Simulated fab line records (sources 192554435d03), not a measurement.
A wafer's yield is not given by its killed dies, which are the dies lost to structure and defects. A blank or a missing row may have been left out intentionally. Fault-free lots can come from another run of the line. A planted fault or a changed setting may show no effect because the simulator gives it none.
Code-filled problem report in 8D (eight disciplines) form :: flow n5 finfet :: the parts of the form that need people (team, actions taken, sign-off) are left out

== 1. THE PROBLEM ==
At N5_BEOL_M5_CD_MEAS_28, cd nm averages 33.26 nm over 5 wafers from 2 lots, while fault-free wafers read 30.55 nm, standard deviation 0.26. That puts it +10 standard deviations away from the usual mean.
The step: target cd 30.6 nm, target cd y 20 nm.
Earliest sighting: wafer L382.4 on cd sem-03 at day 9 14:22. The record holds 29 wafers of 10 lots with a number at this step. The rule behind "out" and "out of limits": a value lying over 4 standard deviations away from the usual mean. Any other wafer with a number is counted as sound.

== 2. WHAT THIS IS AND IS NOT ==
question: which readings at this step
is: cd nm
is not: -

question: which lots
is: L382, L385
is not: L378, L379, L380, L381, L393, L395, L399, L401

question: which wafers of those lots
is: all that have a number
is not: -

question: read on which gauges
is: cd sem-01, cd sem-03
is not: -

question: when
is: from day 9 14:22
is not: up to then (9 sound wafers); but 15 sound wafers of L378, L393, L395, L399, L401 came after

== 3. WHAT RULES OUT EACH SUSPECT ==
Counting: any tool at a process step up to the reading is kept as a suspect provided that every lot that is out went through it and no sound lot did after the first of them.
- the gauge at N5_BEOL_M5_CD_MEAS_28 is ruled out. The wafers that are out were read on 2 gauges (cd sem-01, cd sem-03).
- euv scanner-02 at N5_BEOL_M5_EXPOSE_25 (exposes mask V4, defocus 10 nm): kept. Every lot that is out went through it, starting with L382 (day 9 14:14), and after that it ran no sound lot; the last sound lot it ran before then is L379 (day 9 06:11). Out on those wafers are its own readings of exposure dose mJ cm2.
Remaining after the count: euv scanner-02 at N5_BEOL_M5_EXPOSE_25.

== 4. THE CAUSE (what the simulator had put in) ==
Process parameter drift: euv scanner-02, from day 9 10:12 on, at N5_BEOL_M5_EXPOSE_25. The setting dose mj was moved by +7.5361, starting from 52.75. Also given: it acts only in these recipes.
After counting, this tool was the only one left.

== 5. THE EFFECT CHAIN, in route order ==
Each row: a reading whose mean over the struck wafers that have a number lies more than 3 standard deviations from the usual. Only readings whose record carries a usual standard deviation are examined. hours: median over the lots of the time between each lot's start at the first step of this table that gives one and its start at this step. sigmas: the change, counted in usual standard deviations.
hours: 0
step: N5_BEOL_M5_EXPOSE_25
reading: exposure dose mJ cm2
usual: 53.0
on struck wafers: 60.2
change: +7.2
sigmas: +18

hours: 0
step: N5_BEOL_M5_CD_MEAS_28
reading: cd nm
usual: 30.55 nm
on struck wafers: 33.26
change: +2.71
sigmas: +10
Its process steps:
- N5_BEOL_M5_EXPOSE_25: exposes mask V4, defocus 10 nm.

== 6. HOW IT WOULD HAVE BEEN CAUGHT EARLIER ==
Counted from the fault's start at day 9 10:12, it took 4 hours until the first out-of-limits reading at a measuring or inspecting step in this record, taken at day 9 14:22.
The tool's own readings at N5_BEOL_M5_EXPOSE_25 were out on every struck wafer that the step has a row for (exposure dose mJ cm2): an alarm limit on them would have fired on the first of those.
Among the 2 lots that are out, L385 began N5_BEOL_M5_EXPOSE_25 on euv scanner-02 after day 9 14:22. A hold on the tool at that time would have spared it.
